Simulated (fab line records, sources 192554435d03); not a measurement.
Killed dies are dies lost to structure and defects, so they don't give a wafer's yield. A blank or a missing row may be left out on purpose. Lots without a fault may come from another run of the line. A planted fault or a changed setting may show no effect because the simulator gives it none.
Chamber matching | flow n5_finfet | N5_BEOL_M7_CURE_75 on uv_cure-02: 3 sister chambers
The step cures SiCOH lowk, time 120 s. 39 wafers are shown with their chamber, then 12 later ones without.

WAFERS WITH THEIR CHAMBER
wafer  | chamber | wafer_temp_C_max | lamp_power_pct (%)
L075.3 | 1       | 371.9            | 52.31
L075.4 | 1       | 371.8            | 52.35
L075.5 | 1       | 372.1            | 52.36
L076.3 | 0       | 371.0            | 52.29
L076.4 | 0       | 371.2            | 52.34
L076.6 | 0       | 371.3            | 52.22
L077.3 | 2       | 371.8            | 52.29
L077.4 | 2       | 371.6            | 52.29
L077.6 | 2       | 372.3            | 52.41
L080.1 | 1       | 371.3            | 52.40
L080.3 | 1       | 371.5            | 52.37
L080.6 | 1       | 371.7            | 52.35
L083.1 | 2       | 371.5            | 52.28
L083.4 | 2       | 371.0            | 52.39
L083.5 | 2       | 371.4            | 52.20
L082.1 | 1       | 372.1            | 52.35
L082.2 | 1       | 372.1            | 52.28
L082.6 | 1       | 371.5            | 52.30
L085.2 | 0       | 372.7            | 52.33
L085.4 | 0       | 371.5            | 52.38
L085.5 | 0       | 371.3            | 52.24
L086.1 | 2       | 371.6            | 52.29
L086.3 | 2       | 371.4            | 52.27
L086.5 | 2       | 371.9            | 52.28
L084.3 | 1       | 372.2            | 52.36
L084.5 | 1       | 372.3            | 52.35
L084.6 | 1       | 372.2            | 52.27
L088.2 | 2       | 372.2            | 52.22
L088.5 | 2       | 371.6            | 52.30
L088.6 | 2       | 371.9            | 52.30
L094.1 | 2       | 371.3            | 52.31
L094.4 | 2       | 371.7            | 52.35
L094.6 | 2       | 372.4            | 52.44
L090.1 | 2       | 371.7            | 52.37
L090.2 | 2       | 372.0            | 52.23
L090.3 | 2       | 371.7            | 52.26
L090.4 | 2       | 371.5            | 52.28
L090.5 | 2       | 372.0            | 52.30
L090.6 | 2       | 371.9            | 52.39

SIGNATURES (means of the wafers above)
reading          | chamber 0 | chamber 1 | chamber 2 | scatter within a chamber
wafer_temp_C_max | 371.500   | 371.892   | 371.733   | 0.386
lamp_power_pct   | 52.3000   | 52.3375   | 52.3071   | 0.0566
Rule: a wafer's distance from a chamber is the root of the sum, over the readings, of the square of ((its reading less the chamber's mean) divided by the reading's scatter). The wafer belongs to the nearest chamber; if the next one is less than 2 further off, it can't be placed. The scatter: the root of (the sum of the squares of (reading less its chamber's mean) over the shown wafers, divided by (wafers less chambers)).

WAFERS WITHOUT THEIR CHAMBER
wafer  | wafer_temp_C_max | lamp_power_pct (%)
L096.2 | 371.5            | 52.27
L096.4 | 371.7            | 52.29
L096.6 | 371.5            | 52.36
L093.2 | 372.9            | 52.40
L093.5 | 372.1            | 52.34
L093.6 | 371.8            | 52.44
L092.3 | 371.8            | 52.39
L092.5 | 371.6            | 52.33
L092.6 | 371.2            | 52.23
L095.1 | 372.2            | 52.35
L095.3 | 372.1            | 52.28
L095.4 | 371.8            | 52.26

WHICH CHAMBER EACH WENT THROUGH
wafer  | from the rows above          | in truth
L096.2 | can't be placed: 0 or 2 or 1 | 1
L096.4 | can't be placed: 2 or 0 or 1 | 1
L096.6 | can't be placed: 0 or 1 or 2 | 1
L093.2 | can't be placed: 1 or 2 or 0 | 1
L093.5 | can't be placed: 1 or 2 or 0 | 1
L093.6 | can't be placed: 1 or 2 or 0 | 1
L092.3 | can't be placed: 1 or 2 or 0 | 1
L092.5 | can't be placed: 2 or 0 or 1 | 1
L092.6 | can't be placed: 0 or 2 or 1 | 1
L095.1 | can't be placed: 1 or 2 or 0 | 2
L095.3 | can't be placed: 2 or 1 or 0 | 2
L095.4 | can't be placed: 2 or 0 or 1 | 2
Placed correctly: 0 of 12. Can't be placed from these rows: 12 (the true chamber is among the candidates in 12). Placed wrongly: 0.
